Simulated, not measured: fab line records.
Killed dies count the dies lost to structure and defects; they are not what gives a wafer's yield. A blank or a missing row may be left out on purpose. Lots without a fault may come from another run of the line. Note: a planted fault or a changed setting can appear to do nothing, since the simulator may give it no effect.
Which tool did it? | flow nand_harc | 6 lots, 18 wafers sampled, at 5 steps of a route of 1302

== WHAT THE GAUGES SHOWED, per wafer ==
NHARC_A_ONON_D1_THK_MEAS_21: measures by ellipsometry.
lot  | measured     | on            | thk_nm (nm)
L958 | day 9 04:26  | film_metro-01 | 981 981 982
L960 | day 9 15:05  | film_metro-02 | 985 988 985
L964 | day 11 11:28 | film_metro-01 | 1005 1005 1007
L967 | day 12 23:12 | film_metro-01 | 1003 1005 1004
L973 | day 15 00:08 | film_metro-01 | 650 650 983
L975 | day 16 02:24 | film_metro-02 | 1001 1002 1003

== WHICH TOOL RAN EACH LOT (tool, then ch and the chambers of the sampled wafers, then the start) ==
lot  | NHARC_P_BONDPAD_DESCUM_11          | NHARC_P_BONDPAD_DEGAS_25     | NHARC_A_ZERO_WELL_ETCH_13        | NHARC_A_ONON_D1_DEP_19
L958 | rie_diel-13 ch 1,2, day 7 15:24    | pvd_sputter-02, day 7 16:20  | rie_si-04 ch 0,3, day 7 20:22    | pecvd_onon-04 ch 0, day 9 03:56
L960 | rie_diel-03 ch 1,2,3, day 8 01:49  | pvd_sputter-01, day 8 02:44  | rie_si-01 ch 1,2, day 8 06:05    | pecvd_onon-03 ch 0, day 9 14:45
L964 | rie_diel-08 ch 2,3, day 9 23:11    | pvd_sputter-01, day 10 00:07 | rie_si-06 ch 1,2, day 10 03:19   | pecvd_onon-01 ch 0, day 11 11:01
L967 | rie_diel-08 ch 0,1, day 11 07:31   | pvd_sputter-02, day 11 08:30 | rie_si-01 ch 0,3, day 11 11:50   | pecvd_onon-04 ch 0, day 12 22:45
L973 | rie_diel-03 ch 0,3, day 13 13:23   | pvd_sputter-02, day 13 14:19 | rie_si-01 ch 1,3, day 13 17:37   | pecvd_onon-04 ch 0, day 14 23:37
L975 | rie_diel-13 ch 0,2,3, day 14 13:37 | pvd_sputter-01, day 14 14:34 | rie_si-01 ch 1,2,3, day 14 17:56 | pecvd_onon-01 ch 0, day 16 01:53
- NHARC_P_BONDPAD_DESCUM_11: chemistry O2, time 3 s.
- NHARC_P_BONDPAD_DEGAS_25: time 60 s.
- NHARC_A_ZERO_WELL_ETCH_13: etches the open film in HBr/Cl2, target depth 120 nm, time 40.1 s.
- NHARC_A_ONON_D1_DEP_19: target thk 1000 nm.

== THE ANSWER, worked out from the rows above alone ==
Rule: the lots themselves supply what counts as usual. Put in order of their means at a reading, lots are off if they are a third of the lots or fewer, leave a main group of 4 or more, and stand apart from it by a gap of 3 or more times the standard deviation of the main group's means; of several such gaps the widest counts. Not used: any main group whose means are identical at the precision the tables above print for the reading. Also off: a lot with no number at a reading for which 4 or more lots have one. The other lots that the step has rows for count as sound.
Off: L973, at NHARC_A_ONON_D1_THK_MEAS_21 (thk_nm). Mean 996 nm and standard deviation 10 in the main group.
If a tool, at a process step before that reading, ran all the lots that are off and no sound lot after the first of them, it fits. Those tools and the gauges at NHARC_A_ONON_D1_THK_MEAS_21 are tried in the same way. Can't be told from this: 4 tools fit, rie_diel-03 at NHARC_P_BONDPAD_DESCUM_11, pvd_sputter-02 at NHARC_P_BONDPAD_DEGAS_25, pecvd_onon-04 at NHARC_A_ONON_D1_DEP_19, film_metro-01 at NHARC_A_ONON_D1_THK_MEAS_21.

== WHAT WAS PUT IN BY THE SIMULATOR ==
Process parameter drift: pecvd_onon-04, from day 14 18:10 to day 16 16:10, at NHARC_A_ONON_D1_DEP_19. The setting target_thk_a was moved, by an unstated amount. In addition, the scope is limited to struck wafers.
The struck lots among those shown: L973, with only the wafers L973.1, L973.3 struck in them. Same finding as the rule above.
